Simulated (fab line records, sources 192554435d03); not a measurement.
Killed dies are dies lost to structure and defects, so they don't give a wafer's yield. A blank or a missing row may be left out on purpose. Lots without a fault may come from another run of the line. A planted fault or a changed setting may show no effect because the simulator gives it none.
fab line records | flow n5_finfet
record lots=11 wafers=28 last_day=17
route steps=1938 shown BEOL_M10@1526 MIM_BOT_ETCH@1867 PASSIVATION@1908
lots that met no fault: from a run of the same line without faults
start_h: hours from the record's first day to the start of the lot's first wafer shown | wait_h: hours since the lot's step before | " the same as in the row above | L1.1+2: a row that stands for several wafers | - no value, or no start given | * or withheld: withheld | < > ~ a bound
route shown NAME@n: a module of which the file shows steps, and the number in the route of the first | usual: mean/standard deviation of fault-free wafers | same: alike in all rows | chamber/n: place in a boat | sites: the reading at each site | _std_site: their standard deviation | _edge_site: outer sites' mean less inner sites' | radius_mm: how far each site lies from the wafer's centre | mask NAME#n: copy n | behind: the tool/chamber that last shaped the wafer | hold: why the lot was held/for how many hours/how that ended | device: the transistor (n, p or np) that didn't switch | end of line: the same wafers' tests at the end of the route | a step without rows: its recipe alone | killed: dies lost to structure and defects at the first sort, not the wafer's yield | map: a wafer's dies, x killed, . not, _ none there
set.NAME: the setting as run; set.NAME@STEP: as run at that earlier step | model.NAME: the simulator's own value behind a step, which no gauge read
steps of the route over a sample of lots; a table a step, a row a wafer
services: from which hour (start_h, from the record's first day; less than 0 if before it) a tool's chamber was out of use, for how many hours, and why
## steps
# step N5_BEOL_M10_CVD_75
# recipe material=Co target_thk_a=20 temp_c=withheld precursor=CCTBA/H2 pressure_torr=30 time_s=138.9
# columns lot.wafer tool chamber start_h wait_h
L136.2+5 cvd_co-01 0 233.43 0.0
L137.1+6 cvd_co-01 0 242.90 0.0
L141.1+3 cvd_co-02 2,0 254.10 0.3
L139.1+6 cvd_co-01 0 256.46 0.1
L140.1+6 cvd_co-01 2,1 259.64 0.0
L142.3+4+5 cvd_co-01 1,1,0 273.36 0.1
L143.1+5+6 cvd_co-01 1,0,1 273.56 0.1
L148.1+3+5 cvd_co-01 0,1,2 304.76 0.3
L151.1+4+6 cvd_co-02 2,1,0 324.18 0.0
L149.3+4+5 cvd_co-01 0,0,1 324.67 0.1
L154.1+4+6 cvd_co-02 2,2,0 345.43 0.2
# step N5_MIM_BOT_ETCH_ETCH_03
# recipe chemistry=Cl2/BCl3 target_depth_a=120 pressure_mtorr=8 icp_w=800 bias_w=100 Cl2_flow_sccm=20 bcl3_flow_sccm=80
# usual drypump_motor_current_A=5.9/0.35 oes_product_au=0.74/0.059 rf_fwd_power_W=795.2/2.7 throttle_valve_pct=27.5/0.39
# columns lot.wafer tool chamber start_h wait_h drypump_motor_current_A oes_product_au rf_fwd_power_W rf_hours_counter_h throttle_valve_pct
L136.2 rie_metal-01 0 280.16 0.1 5.7 0.65 797.8 108 27.8
L136.5 " 1 " " 5.5 0.77 791.9 - 27.3
L137.1 rie_metal-02 1 284.21 0.1 5.5 0.75 792.9 59 27.5
L137.6 " 0 " " 5.8 0.83 801.4 - 27.3
L141.1 rie_metal-03 1 290.80 0.1 6.4 0.69 794.2 77 26.9
L141.3 " 1 " " 6.4 0.69 802.7 - 26.9
L139.1 rie_metal-03 1 295.28 0.1 6.4 0.69 794.0 78 26.9
L139.6 " 1 " " 6.4 0.68 794.8 - 27.0
L140.1 rie_metal-01 1 295.41 0.1 5.5 0.76 789.7 37 27.4
L140.6 " 1 " " 5.5 0.77 787.8 - 27.3
L142.3 rie_metal-03 1 311.45 0.1 6.4 0.68 793.9 - 27.0
L142.4 " 0 " " 6.2 0.77 794.9 - 28.0
L142.5 " 0 " " 6.2 0.77 795.0 - 28.0
L143.1 rie_metal-01 0 315.76 0.1 5.7 0.66 798.2 110 27.8
L143.5 " 1 " " 5.5 0.76 788.6 - 27.4
L143.6 " 0 " " 5.7 0.66 795.2 - 27.8
L148.1 rie_metal-03 1 346.69 0.1 6.4 0.68 796.6 83 27.0
L148.3 " 0 " " 6.2 0.76 797.8 - 28.1
L148.5 " 1 " " 6.4 0.68 798.9 - 26.9
L151.1 rie_metal-03 0 363.18 0.1 6.2 0.75 798.4 50 28.1
L151.4 " 1 " " 6.4 0.69 794.4 - 27.0
L151.6 " 1 " " 6.4 0.68 794.1 - 27.0
L149.3 rie_metal-02 0 363.26 0.1 5.8 0.80 795.4 - 27.3
L149.4 " 1 " " 5.5 0.73 796.0 - 27.5
L149.5 " 0 " " 5.8 0.80 795.5 - 27.3
L154.1 rie_metal-01 0 385.94 0.1 5.7 0.96 796.9 2 28.2
L154.4 " 0 " " 5.7 0.96 795.4 - 28.2
L154.6 " 0 " " 5.7 0.95 795.3 - 28.2
# step N5_PASSIVATION_DESCUM_32
# recipe chemistry=O2 time_s=7.9 source_power_w=50 bias_power_w=20 pressure_mtorr=20 rf_frequency_hz=2.712e+07 temp_c=40 o2_flow_sccm=225
# usual drypump_motor_current_A=5.9/0.45 oes_product_au=0.81/0.08 rf_fwd_power_W=49.67/0.19 rf_vpp_V=243.7/1.3 showerhead_plenum_p_Torr=2.13/0.068 throttle_valve_pct=20.4/0.4
# columns lot.wafer tool chamber start_h wait_h drypump_motor_current_A oes_product_au rf_fwd_power_W rf_hours_counter_h rf_vpp_V showerhead_plenum_p_Torr throttle_valve_pct
L136.2 rie_diel-06 2 283.09 0.0 5.9 0.89 49.62 39 241.6 2.03 20.0
L136.5 " 2 " " 5.9 0.90 49.44 - 241.3 2.03 20.0
L137.1 rie_diel-04 2 289.31 0.0 6.3 0.78 49.60 128 246.4 2.21 20.6
L137.6 " 3 " " 6.3 0.78 49.99 - 244.5 2.12 20.3
L141.1 rie_diel-04 2 293.75 0.0 6.3 0.77 49.74 130 244.2 2.21 20.6
L141.3 " 1 " " 5.8 0.95 49.55 12 242.8 2.12 19.9
L139.1 rie_diel-04 2 297.93 0.1 6.3 0.77 49.90 131 243.4 2.21 20.6
L139.6 " 0 " " 5.0 0.81 49.68 - 242.8 2.06 21.0
L140.1 rie_diel-06 3 299.87 0.0 5.0 0.73 49.60 220 243.8 2.14 20.3
L140.6 " 2 " " 5.9 0.88 49.66 - 241.8 2.03 20.0
L142.3 rie_diel-05 0 316.04 0.0 6.2 0.81 49.64 86 245.9 2.21 20.2
L142.4 " 2 " " 5.4 0.79 49.50 122 241.9 2.00 20.1
L142.5 " 1 " " 5.8 0.71 49.49 - 245.5 2.19 21.2
L143.1 rie_diel-04 2 319.89 0.0 6.3 0.77 50.06 140 243.2 2.21 20.6
L143.5 " 3 " " 6.3 0.78 49.76 - 243.3 2.12 20.3
L143.6 " 2 " " 6.2 0.76 49.96 - 244.7 2.21 20.6
L148.1 rie_diel-05 1 351.07 0.3 5.8 0.69 49.51 214 243.4 2.18 21.2
L148.3 " 2 " " 5.4 0.76 49.77 135 242.7 2.00 20.1
L148.5 " 1 " " 5.8 0.69 49.55 - 244.5 2.18 21.2
L151.1 rie_diel-06 2 366.64 0.0 5.9 0.85 49.82 66 242.2 2.02 20.1
L151.4 " 1 " " 6.5 0.77 49.74 - 246.2 2.18 20.3
L151.6 " 3 " " 5.0 0.70 50.06 - 245.5 2.13 20.4
L149.3 rie_diel-05 0 366.81 0.0 6.2 0.79 49.46 105 245.0 2.20 20.2
L149.4 " 3 " " 5.8 0.90 49.76 21 243.9 2.14 19.9
L149.5 " 3 " " 5.9 0.90 49.80 - 244.7 2.14 19.9
L154.1 rie_diel-05 2 391.91 1.5 5.4 0.75 49.84 153 241.7 1.99 20.1
L154.4 " 1 " " 5.8 0.69 49.25 231 244.6 2.18 21.2
L154.6 " 2 " " 5.4 0.74 49.92 - 243.0 1.99 20.1
# step N5_PASSIVATION_PASS_ETCH_47
# recipe chemistry=CF4/O2 target=SiNx target_depth_a=7700 time_s=385 ion_energy_ev=100 pressure_mtorr=40 source_w=535 bias_w=49 Ar_flow_sccm=100 cf4_flow_sccm=100 O2_flow_sccm=10
# usual drypump_motor_current_A=5.9/0.48 oes_f_703_au=0.78/0.07 oes_product_au=0.78/0.07 rf_fwd_power_W=534.0/1.7 rf_vpp_V=242/4.7 showerhead_plenum_p_Torr=2.24/0.056 throttle_valve_pct=15.83/0.29
# columns lot.wafer tool chamber start_h wait_h drypump_motor_current_A oes_f_703_au oes_product_au rf_fwd_power_W rf_hours_counter_h rf_vpp_V showerhead_plenum_p_Torr throttle_valve_pct
L136.2 rie_diel-06 1 285.22 0.0 6.5 0.82 0.80 532.2 87 236 2.31 15.79
L136.5 " 0 " " 6.3 0.69 0.70 537.8 - 253 2.26 16.13
L137.1 rie_diel-06 1 291.32 0.0 6.5 0.81 0.79 533.9 90 236 2.31 15.77
L137.6 " 3 " " 5.0 0.71 0.71 535.7 - 243 2.25 15.78
L141.1 rie_diel-06 0 295.63 0.0 6.3 0.68 0.70 535.5 236 254 2.25 16.14
L141.3 " 3 " " 5.0 0.71 0.72 537.1 217 243 2.25 15.78
L139.1 rie_diel-04 0 299.86 0.0 5.0 0.86 0.82 531.1 89 238 2.14 16.05
L139.6 " 2 " " 6.3 0.78 0.77 535.8 - 239 2.30 15.96
L140.1 rie_diel-06 1 302.33 0.0 6.5 0.81 0.79 534.4 95 237 2.31 15.82
L140.6 " 0 " " 6.3 0.68 0.70 535.9 - 253 2.25 16.16
L142.3 rie_diel-04 3 318.08 0.0 6.3 0.79 0.78 533.0 127 241 2.21 15.65
L142.4 " 3 " " 6.3 0.79 0.78 532.4 - 241 2.21 15.65
L142.5 " 2 " " 6.3 0.77 0.75 534.4 - 238 2.29 15.96
L143.1 rie_diel-05 0 321.79 0.0 6.2 0.82 0.80 531.8 88 240 2.31 15.61
L143.5 " 1 " " 5.8 0.71 0.70 531.6 - 242 2.27 16.37
L143.6 " 0 " " 6.2 0.81 0.80 534.3 - 239 2.31 15.61
L148.1 rie_diel-06 2 353.38 0.0 5.9 0.84 0.85 532.4 60 241 2.17 15.70
L148.3 " 1 " " 6.5 0.79 0.77 534.3 114 236 2.30 15.84
L148.5 " 1 " " 6.5 0.79 0.77 535.1 - 237 2.30 15.84
L151.1 rie_diel-06 1 368.54 0.0 6.5 0.78 0.76 535.7 120 236 2.30 15.85
L151.4 " 1 " " 6.5 0.78 0.76 535.3 - 235 2.30 15.86
L151.6 " 2 " " 5.9 0.82 0.84 530.7 - 240 2.17 15.73
L149.3 rie_diel-05 2 368.58 0.0 5.4 0.76 0.77 533.3 141 247 2.14 15.79
L149.4 " 3 " " 5.9 0.91 0.89 533.7 21 240 2.24 15.29
L149.5 " 2 " " 5.4 0.76 0.77 533.5 - 245 2.14 15.78
L154.1 rie_diel-04 1 393.69 0.0 5.8 0.86 0.88 533.8 46 239 2.25 15.52
L154.4 " 0 " " 5.0 0.83 0.80 535.0 116 239 2.13 16.11
L154.6 " 3 " " 6.3 0.77 0.76 535.2 - 241 2.20 15.70
# step N5_PASSIVATION_PROBE_49
# usual defect_limited_yield=91.3/1.4 killed_at_M0_to_M3=33/9.9 killed_at_M4_up=15/5.6 killed_at_contacts=13/5.7 killed_at_front_end=38/12 killed_at_other=4/3.1 killed_dies=103/17 killed_on_rim=13/4 killed_open=66/13 killed_short=32/7.8 sort_bin_4_leakage=0.02/0.16 sort_bin_5_function=5.1/0.95 sort_bin_6_memory=3.2/0.68 sort_n_pass=1077/17 sort_yield_pct=91.3/1.5
# same gross_dies=1180 killed_at_back_side=0 sort_bin_8_speed[%]=0
# columns lot.wafer tool chamber start_h wait_h defect_limited_yield[%] killed_at_M0_to_M3 killed_at_M4_up killed_at_contacts killed_at_front_end killed_at_other killed_dies killed_on_rim killed_open killed_short sort_bin_4_leakage[%] sort_bin_5_function[%] sort_bin_6_memory[%] sort_n_pass sort_yield_pct[%]
L136.2 prober-02 - 288.28 0.1 91.0 22 18 19 44 3 106 18 78 28 0 5.5 3.4 1074 91.0
L136.5 prober-02 - 288.43 0.2 92.7 25 13 10 38 0 86 8 54 23 0 4.6 1.9 1094 92.7
L137.1 prober-02 - 294.34 0.0 91.2 56 5 12 25 6 104 14 56 45 0 4.1 4.3 1076 91.2
L137.6 prober-02 - 294.59 0.3 89.9 45 26 11 33 4 119 17 75 43 0 6.2 3.2 1061 89.9
L141.1 prober-01 - 298.65 0.0 91.0 33 20 12 39 2 106 15 70 33 0 5.0 3.6 1074 91.0
L141.3 prober-01 - 298.75 0.1 92.8 21 17 12 31 4 85 14 50 31 0 3.6 3.2 1095 92.8
L139.1 prober-01 - 302.87 0.0 92.6 23 21 10 28 5 87 10 51 32 0 5.0 1.9 1093 92.6
L139.6 prober-01 - 303.12 0.3 90.2 32 32 9 38 5 116 18 71 42 0 5.8 3.6 1064 90.2
L140.1 prober-01 - 305.33 0.0 88.1 41 14 20 56 9 140 17 93 45 0 6.9 4.2 1040 88.1
L140.6 prober-01 - 305.58 0.3 89.5 22 8 17 75 2 124 20 96 27 0 7.2 3.1 1056 89.5
L142.3 prober-02 - 321.27 0.1 90.9 28 15 11 50 3 107 15 62 39 0 5.3 2.8 1073 90.9
L142.4 prober-02 - 321.32 0.2 90.9 26 20 20 40 1 107 20 70 29 0 6.3 2.5 1073 90.9
L142.5 prober-02 - 321.37 0.2 90.9 29 14 23 39 2 107 13 69 35 1.27 5.7 3.1 1058 89.7
L143.1 prober-01 - 324.85 0.0 91.3 25 13 12 51 2 103 11 77 25 0 4.8 3.6 1077 91.3
L143.5 prober-01 - 325.05 0.2 92.4 25 25 7 31 2 90 12 60 28 0 4.5 3.0 1090 92.4
L143.6 prober-01 - 325.10 0.3 92.7 26 24 6 26 4 86 8 55 30 0 4.3 2.8 1094 92.7
L148.1 prober-01 - 356.39 0.0 85.1 42 62 19 48 5 176 29 70 47 0 9.3 3.7 1004 85.1
L148.3 prober-01 - 356.49 0.1 88.3 36 41 18 37 6 138 29 60 45 0 6.8 3.6 1042 88.3
L148.5 prober-01 - 356.59 0.2 87.3 27 81 14 21 7 150 22 56 16 0 8.1 3.4 1030 87.3
L151.1 prober-01 - 371.55 0.0 92.2 33 16 13 28 2 92 9 63 26 0 5.0 2.5 1088 92.2
L151.4 prober-01 - 371.70 0.2 93.1 27 12 4 38 0 81 9 56 21 0 4.0 2.5 1099 93.1
L151.6 prober-01 - 371.80 0.3 91.2 36 10 3 53 2 104 16 71 32 0 5.1 3.6 1076 91.2
L149.3 prober-02 - 371.69 0.1 87.1 25 51 22 53 1 152 29 79 26 0 7.6 4.2 1028 87.1
L149.4 prober-02 - 371.74 0.2 85.7 41 64 11 52 1 169 33 75 41 0 9.2 3.7 1011 85.7
L149.5 prober-02 - 371.79 0.2 88.9 23 39 20 48 1 131 30 70 32 0 6.7 3.3 1049 88.9
L154.1 prober-01 - 396.70 0.0 91.0 36 10 12 43 5 106 15 65 37 0 5.1 3.4 1074 91.0
L154.4 prober-01 - 396.85 0.2 91.8 24 14 13 37 9 97 9 59 37 0 4.3 3.4 1083 91.8
L154.6 prober-01 - 396.95 0.3 92.2 23 13 12 36 8 92 10 59 29 0 4.2 3.2 1088 92.2
# killed by level:class
L136.2 FIN_SAQP:geometric_particle:open=15 MOL_CONTACT_COAG:geometric_particle:open=14 BEOL_M4:geometric_particle:open=10 FIN_SAQP:geometric_particle:short=8 BEOL_M0_SAQP:geometric_particle:open=8 BEOL_M5:geometric_particle:open=6 STI_FIN_REVEAL:geometric_particle:open=5 GATE_CUT:geometric_particle:short=5
L136.5 BEOL_M0_SAQP:geometric_particle:open=8 STI_FIN_REVEAL:geometric_particle:open=8 MOL_CONTACT_COAG:geometric_particle:open=8 HKMG_FIN:area_etch=7 FIN_SAQP:geometric_particle:open=5 ILD0:geometric_particle:short=4 BEOL_M0_SAQP:geometric_particle:short=4 BEOL_M0:geometric_particle:open=4
L137.1 BEOL_M0_SAQP:geometric_particle:short=21 MOL_CONTACT_COAG:geometric_particle:open=10 BEOL_M0_SAQP:geometric_particle:open=10 BEOL_M1:geometric_particle:open=9 BEOL_M2:geometric_particle:open=6 STI_FIN_REVEAL:geometric_particle:open=5 ILD0:geometric_particle:short=4 GATE_CUT:geometric_particle:open=3
L137.6 BEOL_M0_SAQP:geometric_particle:short=13 BEOL_M4:geometric_particle:open=13 MOL_CONTACT_COAG:geometric_particle:open=10 BEOL_M1:geometric_particle:open=9 BEOL_M0_SAQP:geometric_particle:open=8 GATE_CUT:geometric_particle:open=6 BEOL_M5:geometric_particle:open=6 GATE_CUT:geometric_particle:short=5
L141.1 STI_FIN_REVEAL:geometric_particle:open=12 MOL_CONTACT_COAG:geometric_particle:open=11 BEOL_M0:geometric_particle:open=8 BEOL_M2:geometric_particle:open=7 FIN_SAQP:geometric_particle:open=6 BEOL_M0:geometric_particle:short=5 FIN_SAQP:geometric_particle:short=4 GATE_CUT:geometric_particle:short=4
L141.3 MOL_CONTACT_COAG:geometric_particle:open=9 FIN_SAQP:geometric_particle:open=6 DUMMY_GATE:geometric_particle:open=6 FIN_SAQP:geometric_particle:short=5 STARTING-WAFER:geometric_particle:short=5 GATE_CUT:geometric_particle:short=3 MOL_CONTACT_COAG:geometric_particle:short=3 BEOL_M0_SAQP:geometric_particle:short=3
L139.1 FIN_SAQP:geometric_particle:short=9 MOL_CONTACT_COAG:geometric_particle:open=7 BEOL_M0_SAQP:geometric_particle:short=6 BEOL_M1:geometric_particle:open=6 BEOL_M4:geometric_particle:short=6 BEOL_M4:geometric_particle:open=6 DUMMY_GATE:geometric_particle:open=5 BEOL_M0_SAQP:geometric_particle:open=5
L139.6 BEOL_M4:geometric_particle:open=14 FIN_SAQP:geometric_particle:short=10 FIN_SAQP:geometric_particle:open=9 BEOL_M1:geometric_particle:open=8 BEOL_M4:geometric_particle:short=8 BEOL_M0_SAQP:geometric_particle:open=7 BEOL_M0_SAQP:geometric_particle:short=7 MOL_CONTACT_COAG:geometric_particle:open=6
L140.1 MOL_CONTACT_COAG:geometric_particle:open=18 FIN_SAQP:geometric_particle:open=14 BEOL_M3:geometric_particle:open=13 STI_FIN_REVEAL:geometric_particle:open=11 FIN_SAQP:geometric_particle:short=10 BEOL_M1:geometric_particle:open=9 BEOL_M2:geometric_particle:open=6 BEOL_M0_SAQP:geometric_particle:short=6
L140.6 STI_FIN_REVEAL:geometric_particle:open=32 MOL_CONTACT_COAG:geometric_particle:open=15 FIN_SAQP:geometric_particle:open=11 BEOL_M0_SAQP:geometric_particle:open=10 BEOL_M3:geometric_particle:open=7 DUMMY_GATE:geometric_particle:short=5 GATE_CUT:geometric_particle:short=5 FIN_SAQP:geometric_particle:short=4
L142.3 FIN_SAQP:geometric_particle:short=11 STI_FIN_REVEAL:geometric_particle:open=10 MOL_CONTACT_COAG:geometric_particle:open=9 GATE_CUT:geometric_particle:short=6 BEOL_M5:geometric_particle:open=6 BEOL_M1:geometric_particle:open=6 HKMG_FIN:area_etch=6 BEOL_M0_SAQP:geometric_particle:open=5
L142.4 FIN_SAQP:geometric_particle:open=16 MOL_CONTACT_COAG:geometric_particle:open=15 BEOL_M0_SAQP:geometric_particle:short=7 BEOL_M0_SAQP:geometric_particle:open=7 BEOL_M4:geometric_particle:open=6 STARTING-WAFER:geometric_particle:open=4 FIN_SAQP:geometric_particle:short=4 STI_FIN_REVEAL:geometric_particle:open=4
L142.5 MOL_CONTACT_COAG:geometric_particle:open=18 FIN_SAQP:geometric_particle:open=9 BEOL_M2:geometric_particle:open=8 FIN_SAQP:geometric_particle:short=7 BEOL_M1:geometric_particle:open=7 GATE_CUT:geometric_particle:open=6 BEOL_M0_SAQP:geometric_particle:short=6 BEOL_M4:geometric_particle:open=5
L143.1 FIN_SAQP:geometric_particle:open=26 BEOL_M3:geometric_particle:open=10 MOL_CONTACT_COAG:geometric_particle:open=8 BEOL_M5:geometric_particle:open=7 FIN_SAQP:geometric_particle:short=6 BEOL_M2:geometric_particle:open=5 MOL_CONTACT_COAG:geometric_particle:short=4 GATE_CUT:geometric_particle:short=3
L143.5 BEOL_M4:geometric_particle:open=11 FIN_SAQP:geometric_particle:open=9 FIN_SAQP:geometric_particle:short=9 BEOL_M2:geometric_particle:open=6 MOL_CONTACT_COAG:geometric_particle:open=5 BEOL_M0_SAQP:geometric_particle:short=5 BEOL_M3:geometric_particle:open=5 STARTING-WAFER:geometric_particle:open=5
L143.6 BEOL_M4:geometric_particle:open=15 GATE_CUT:geometric_particle:open=5 BEOL_M0_SAQP:geometric_particle:short=5 FIN_SAQP:geometric_particle:short=4 GATE_CUT:geometric_particle:short=4 MOL_CONTACT_COAG:geometric_particle:open=4 BEOL_M0_SAQP:geometric_particle:open=4 BEOL_M0:geometric_particle:short=4
L148.1 BEOL_M10:unspecified=49 FIN_SAQP:geometric_particle:short=15 MOL_CONTACT_COAG:geometric_particle:open=15 BEOL_M0_SAQP:geometric_particle:short=10 FIN_SAQP:geometric_particle:open=9 BEOL_M2:geometric_particle:open=8 BEOL_M4:geometric_particle:open=6 BEOL_M0_SAQP:geometric_particle:open=5
L148.3 BEOL_M10:unspecified=33 MOL_CONTACT_COAG:geometric_particle:open=11 GATE_CUT:geometric_particle:short=9 FIN_SAQP:geometric_particle:open=8 BEOL_M0_SAQP:geometric_particle:short=8 MOL_CONTACT_COAG:geometric_particle:short=7 BEOL_M1:geometric_particle:open=7 FIN_SAQP:geometric_particle:short=6
L148.5 BEOL_M10:unspecified=74 MOL_CONTACT_COAG:geometric_particle:open=13 BEOL_M0:geometric_particle:open=7 BEOL_M1:geometric_particle:open=6 BEOL_M2:geometric_particle:open=5 DUMMY_GATE:geometric_particle:open=4 GATE_CUT:geometric_particle:short=4 FIN_SAQP:geometric_particle:open=3
L151.1 MOL_CONTACT_COAG:geometric_particle:open=11 BEOL_M4:geometric_particle:open=10 STI_FIN_REVEAL:geometric_particle:open=8 BEOL_M1:geometric_particle:open=8 FIN_SAQP:geometric_particle:open=6 BEOL_M0_SAQP:geometric_particle:short=5 BEOL_M2:geometric_particle:open=5 BEOL_M3:geometric_particle:short=4
L149.3 BEOL_M10:unspecified=45 FIN_SAQP:geometric_particle:open=16 STI_FIN_REVEAL:geometric_particle:open=16 MOL_CONTACT_COAG:geometric_particle:open=16 BEOL_M0_SAQP:geometric_particle:short=7 BEOL_M2:geometric_particle:open=6 MOL_CONTACT_COAG:geometric_particle:short=5 BEOL_M0_SAQP:geometric_particle:open=4
L151.4 FIN_SAQP:geometric_particle:open=10 BEOL_M1:geometric_particle:open=10 FIN_SAQP:geometric_particle:short=6 BEOL_M0_SAQP:geometric_particle:open=5 BEOL_M4:geometric_particle:open=5 BEOL_M0_SAQP:geometric_particle:short=4 BEOL_M3:geometric_particle:open=4 STI_FIN_REVEAL:geometric_particle:open=3
L149.4 BEOL_M10:unspecified=52 BEOL_M1:geometric_particle:open=14 BEOL_M0_SAQP:geometric_particle:short=13 MOL_CONTACT_COAG:geometric_particle:open=10 FIN_SAQP:geometric_particle:open=7 STI_FIN_REVEAL:geometric_particle:open=7 ILD0:geometric_particle:open=7 GATE_CUT:geometric_particle:short=7
L149.5 BEOL_M10:unspecified=27 STI_FIN_REVEAL:geometric_particle:open=15 MOL_CONTACT_COAG:geometric_particle:open=14 FIN_SAQP:geometric_particle:open=10 FIN_SAQP:geometric_particle:short=7 BEOL_M0_SAQP:geometric_particle:short=7 BEOL_M0_SAQP:geometric_particle:open=7 STARTING-WAFER:geometric_particle:short=6
L151.6 STI_FIN_REVEAL:geometric_particle:open=18 FIN_SAQP:geometric_particle:open=10 BEOL_M1:geometric_particle:open=10 BEOL_M3:geometric_particle:open=7 GATE_CUT:geometric_particle:open=5 BEOL_M0_SAQP:geometric_particle:open=5 BEOL_M0_SAQP:geometric_particle:short=5 FIN_SAQP:geometric_particle:short=3
L154.1 STI_FIN_REVEAL:geometric_particle:open=11 MOL_CONTACT_COAG:geometric_particle:open=10 FIN_SAQP:geometric_particle:short=8 BEOL_M2:geometric_particle:open=8 BEOL_M3:geometric_particle:open=6 BEOL_M0_SAQP:geometric_particle:open=5 GATE_CUT:geometric_particle:short=5 BEOL_M1:geometric_particle:open=5
L154.4 MOL_CONTACT_COAG:geometric_particle:open=12 BEOL_M3:geometric_particle:open=8 FIN_SAQP:geometric_particle:short=6 BEOL_M0_SAQP:geometric_particle:short=6 FIN_SAQP:geometric_particle:open=5 STI_FIN_REVEAL:geometric_particle:open=4 DUMMY_GATE:geometric_particle:open=4 GATE_CUT:geometric_particle:short=4
L154.6 FIN_SAQP:geometric_particle:open=11 MOL_CONTACT_COAG:geometric_particle:open=9 STI_FIN_REVEAL:geometric_particle:open=5 BEOL_M0_SAQP:geometric_particle:short=5 BEOL_M4:geometric_particle:open=5 FIN_SAQP:geometric_particle:short=4 BEOL_M0_SAQP:geometric_particle:open=4 PAD_METAL:geometric_particle:open=4
## services
# columns tool chamber start_h hours kind
rie_metal-03 1 218.36 1.4 repair
rie_metal-01 - 252.55 4.3 pm
rie_metal-01 1 259.54 2.0 repair
rie_diel-06 0 268.22 15.3 repair
rie_diel-06 2 293.88 4.3 repair
rie_diel-05 3 296.99 - clean
rie_diel-05 3 296.99 - consumable_replace:focus_ring
rie_diel-05 2 297.03 9.6 repair
rie_diel-06 2 304.45 10.4 repair
rie_metal-02 - 315.71 0.9 repair
cvd_co-01 2 326.13 10.9 repair
rie_diel-06 0 336.64 - clean
rie_diel-06 0 336.64 - consumable_replace:focus_ring
rie_diel-06 0 336.64 35.3 scheduled_down
rie_diel-06 0 336.64 35.3 vent_cycle
cvd_co-01 - 362.30 0.8 repair
rie_metal-03 - 363.58 2.8 pm
rie_metal-01 1 367.58 1.3 repair
rie_diel-05 3 369.28 14.3 repair
rie_diel-04 - 377.54 14.6 pm
rie_diel-06 3 380.27 - clean
rie_diel-06 3 380.27 - consumable_replace:focus_ring
rie_diel-06 3 380.27 17.9 scheduled_down
rie_diel-06 3 380.27 17.9 vent_cycle
## key
first_sign step=N5_PASSIVATION_PROBE_49 reading=killed_at_M4_up direction=up sigmas=7.4 usual=15 struck=56
effect step=N5_PASSIVATION_PROBE_49 reading=killed_dies direction=up sigmas=3 usual=103 struck=153 wafers_moved=4
more_kills_born_at N5_BEOL_M10_CVD_75@cvd_co-01=280
met_at N5_BEOL_M10_CVD_75
struck_lots L148,L149
not_acting_at N5_MIM_BOT_ETCH_ETCH_03,N5_PASSIVATION_DESCUM_32,N5_PASSIVATION_PASS_ETCH_47
onset_between 273.56 304.76
fault kind=chamber_particle_source tool=cvd_co-01 chamber=- onset_h=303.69 steps=N5_BEOL_M10_CVD_75 rate_per_visit_cm2=0.59394 end_h=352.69
